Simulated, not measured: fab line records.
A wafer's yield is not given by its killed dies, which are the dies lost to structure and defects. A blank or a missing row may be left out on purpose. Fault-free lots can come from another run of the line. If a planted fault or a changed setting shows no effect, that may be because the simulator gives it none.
Matching of chambers :: flow n5-finfet :: ald-metal-03 running N5_BEOL_M11_ALD_74: 4 sister chambers
The step deposits TaN, target thk 2 nm, pulse time 2 s, purge time 3 s. 4 wafers are shown with their chamber, then 9 later ones without.

EACH WAFER AND ITS CHAMBER
wafer: L086.1
chamber: 0
heater-power-w (W): 467

wafer: L087.5
chamber: 3
heater-power-w (W): 399

wafer: L089.3
chamber: 1
heater-power-w (W): 412

wafer: L089.6
chamber: 2
heater-power-w (W): 514

WAFERS WITH NO CHAMBER GIVEN
wafer: L088.1
heater-power-w (W): 526

wafer: L088.3
heater-power-w (W): 463

wafer: L088.6
heater-power-w (W): 394

wafer: L091.2
heater-power-w (W): 463

wafer: L091.3
heater-power-w (W): 516

wafer: L091.5
heater-power-w (W): 408

wafer: L092.2
heater-power-w (W): 536

wafer: L092.4
heater-power-w (W): 408

wafer: L092.5
heater-power-w (W): 402

EACH ONE'S CHAMBER
wafer: L088.1
from the rows above: 2
in truth: 2

wafer: L088.3
from the rows above: 0
in truth: 0

wafer: L088.6
from the rows above: can't be placed: 3 or 1
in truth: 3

wafer: L091.2
from the rows above: 0
in truth: 0

wafer: L091.3
from the rows above: 2
in truth: 2

wafer: L091.5
from the rows above: can't be placed: 1 or 3
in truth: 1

wafer: L092.2
from the rows above: 2
in truth: 2

wafer: L092.4
from the rows above: can't be placed: 1 or 3
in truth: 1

wafer: L092.5
from the rows above: can't be placed: 3 or 1
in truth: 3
Placed correctly: 5 of 9. Cannot be placed on the basis of these rows: 4; the candidates contain the true chamber in 4. Wrongly placed: 0.
How it was worked out, from the rows above alone: a wafer's distance from a chamber is the root of the sum, over the readings, of the square of ((its reading less the chamber's mean) divided by the reading's scatter). The wafer belongs to the nearest chamber; if the next one is less than 2 further off, it can't be placed. For every chamber, the mean is computed from those of its wafers that are shown. The scatter: with one shown wafer a chamber, the root of the mean of the squares of how far each hidden wafer lies from its nearest shown one.
